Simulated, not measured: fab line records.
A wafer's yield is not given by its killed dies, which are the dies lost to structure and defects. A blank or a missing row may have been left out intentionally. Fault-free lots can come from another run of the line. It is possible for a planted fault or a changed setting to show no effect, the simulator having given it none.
Chamber matching ; flow n5 finfet ; N5_BEOL_M0_SAQP_SPACER1_ETCHBACK_99 on rie diel-06: 4 sister chambers
The step etches SiO2 in CHF3/O2, target depth 15.4 nm, time 7.7 s. 20 wafers are shown with their chamber, then 10 later ones without.

## WAFERS, EACH WITH ITS CHAMBER
wafer;chamber;showerhead plenum p Torr (Torr);rf vpp V (V);throttle valve pct (%)
L074.2;0;2.31;526;19.03
L074.3;1;2.39;504;18.91
L074.6;0;2.31;525;19.05
L075.1;2;2.37;532;18.37
L075.3;3;2.52;552;18.76
L075.5;0;2.31;527;19.03
L076.2;1;2.39;505;18.89
L076.5;0;2.31;525;19.04
L076.6;3;2.52;552;18.75
L077.2;1;2.39;505;18.90
L077.3;2;2.37;531;18.38
L077.6;1;2.39;506;18.90
L081.3;1;2.39;505;18.91
L081.4;0;2.31;525;19.05
L081.6;0;2.31;526;19.06
L082.1;2;2.36;531;18.40
L082.2;3;2.52;551;18.79
L082.4;2;2.36;533;18.41
L085.3;2;2.36;530;18.40
L085.5;0;2.31;525;19.07

SIGNATURES, as means of the wafers listed above
reading;chamber 0;chamber 1;chamber 2;chamber 3;scatter within a chamber
showerhead plenum p Torr;2.3100;2.3900;2.3640;2.5200;0.00274
rf vpp V;525.57;505.00;531.40;551.67;0.851
throttle valve pct;19.0471;18.9020;18.3920;18.7667;0.0149
Rule: for a wafer and a chamber, the distance is found by dividing, reading by reading, the gap between the wafer's reading and the chamber's mean by the reading's scatter, squaring, summing and taking the root. If the next closest chamber is less than 2 further off than the closest, the wafer can't be placed; otherwise it belongs to the closest. How the scatter is found: for the shown wafers, subtract from each reading the mean of its chamber, square and add these, divide the total by (wafers less chambers), then take the root.

## WAFERS WHOSE CHAMBER IS MISSING
wafer;showerhead plenum p Torr (Torr);rf vpp V (V);throttle valve pct (%)
L085.6;2.52;552;18.79
L087.3;2.52;552;18.79
L087.4;2.36;531;18.40
L087.5;2.30;527;19.10
L093.2;2.51;552;18.81
L093.4;2.38;506;18.96
L093.6;2.30;526;19.08
L095.1;2.38;504;18.96
L095.3;2.30;524;19.10
L095.6;2.30;527;19.10

## CHAMBER TAKEN BY EACH
wafer;from the rows above;in truth
L085.6;3;3
L087.3;3;3
L087.4;2;2
L087.5;0;0
L093.2;3;3
L093.4;1;1
L093.6;0;0
L095.1;1;1
L095.3;0;0
L095.6;0;0
Placed correctly: 10 of 10. Number that these rows cannot place: 0. Placed wrongly: 0.
